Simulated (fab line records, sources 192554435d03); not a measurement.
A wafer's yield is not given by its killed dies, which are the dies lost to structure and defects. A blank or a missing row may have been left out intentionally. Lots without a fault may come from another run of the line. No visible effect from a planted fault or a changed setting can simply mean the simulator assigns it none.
8D (eight disciplines) problem report, filled in by code ; flow n5Finfet ; the parts of the form that need people (team, actions taken, sign-off) are left out

== 1. THE PROBLEM ==
At N5_PASSIVATION_PROBE_49, killed_at_M4_up averages 1076 over 2 wafers from 2 lots, while fault-free wafers read 13, standard deviation 4.5. That is +99 or more standard deviations from the usual mean.
Earliest sighting: wafer L853.4 on prober-01 at day 16 16:40. At this step, 4 wafers from 2 lots have a number in the record. Rule for "out", or "out of limits": more than 4 standard deviations from the usual mean. All remaining wafers that have a number are taken as sound.

== 2. WHAT IT IS AND WHAT IT IS NOT ==
question;is;is not
which readings at this step;killed_at_M4_up, defectLimitedYield, killedDies, killedOnRim, sort_bin_5_function, sortNPass, sortYieldPct;killed_at_M0_to_M3, killedAtContacts, killedAtFrontEnd, killedAtOther, killedOpen, killedShort, sort_bin_6_memory
which lots;L852, L853;-
which wafers of those lots;L852.4, L853.4;L852.1, L853.1
read on which tools;prober-01;-
when;from day 16 16:40;"up to then (1 sound wafer); but 1 sound wafer of L852 came after"

== 3. WHAT RULES OUT EACH SUSPECT ==
Counting: a tool at a process step up to the reading stays a suspect if it ran every lot that is out. Sound lots after the first of them don't rule it out here, since some wafers of a struck lot are sound.
- rieDiel-03 at N5_BEOL_M11_VIA_ETCH_34 (etches SiCOH lowk in C4F6/O2, target depth 184.5 nm, time 69.2 s): kept. It ran every lot that is out, first L852 (day 14 18:11).
- rieDiel-06 at N5_PASSIVATION_DESCUM_32 (chemistry O2, time 7.9 s): kept. It ran every lot that is out, first L853 (day 16 10:41).
- prober-01 at N5_PASSIVATION_PROBE_49: kept. It ran every lot that is out, first L853 (day 16 16:31). Its own readings are out on those wafers: defectLimitedYield, killed_at_M4_up, killedDies, killedOnRim, sort_bin_5_function, sortNPass, sortYieldPct.
Left after counting: rieDiel-03 at N5_BEOL_M11_VIA_ETCH_34, rieDiel-06 at N5_PASSIVATION_DESCUM_32, prober-01 at N5_PASSIVATION_PROBE_49.

== 4. THE CAUSE (what the simulator had put in) ==
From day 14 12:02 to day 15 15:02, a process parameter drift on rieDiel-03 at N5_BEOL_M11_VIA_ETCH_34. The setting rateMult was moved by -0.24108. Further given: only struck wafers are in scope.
This tool is one of the 3 suspects left after counting.

== 5. THE CHAIN OF EFFECTS, in route order ==
One row per reading whose mean, taken over the struck wafers that have a number, lies over 3 standard deviations from the usual. Readings are gone through only where the record gives a usual standard deviation; hours: the median, over the lots, of the time from a lot's start at the first step in this table giving one to that lot's start at this step; sigmas: the change measured in usual standard deviations.
hours;step;reading;usual;on struck wafers;change;sigmas
0;N5_PASSIVATION_PROBE_49;defectLimitedYield;90.9 %;2.2;-88.7;-59
0;N5_PASSIVATION_PROBE_49;killed_at_M4_up;13;1076;+1063;+99 or more
0;N5_PASSIVATION_PROBE_49;killedDies;107;1154;+1046;+58
0;N5_PASSIVATION_PROBE_49;killedOnRim;14;144;+130;+30
0;N5_PASSIVATION_PROBE_49;sort_bin_5_function;5.3 %;94.8;+89.5;+81
0;N5_PASSIVATION_PROBE_49;sortNPass;1073;26;-1046;-58
0;N5_PASSIVATION_PROBE_49;sortYieldPct;90.9 %;2.2;-88.7;-59
Its process steps:
- N5_PASSIVATION_PROBE_49

== 6. HOW IT WOULD HAVE BEEN CAUGHT EARLIER ==
In this record the first reading out of limits was taken at day 16 16:40, 53 hours after the fault began at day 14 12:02.
No tool reading at N5_BEOL_M11_VIA_ETCH_34 that has a usual standard deviation in the record was out on any struck wafer, so an alarm limit of 4 standard deviations on those readings would not have fired.
The start of N5_BEOL_M11_VIA_ETCH_34 on rieDiel-03 came by day 16 16:40 for every one of the lots that are out (2). Holding the tool at that point would not have protected any of them.
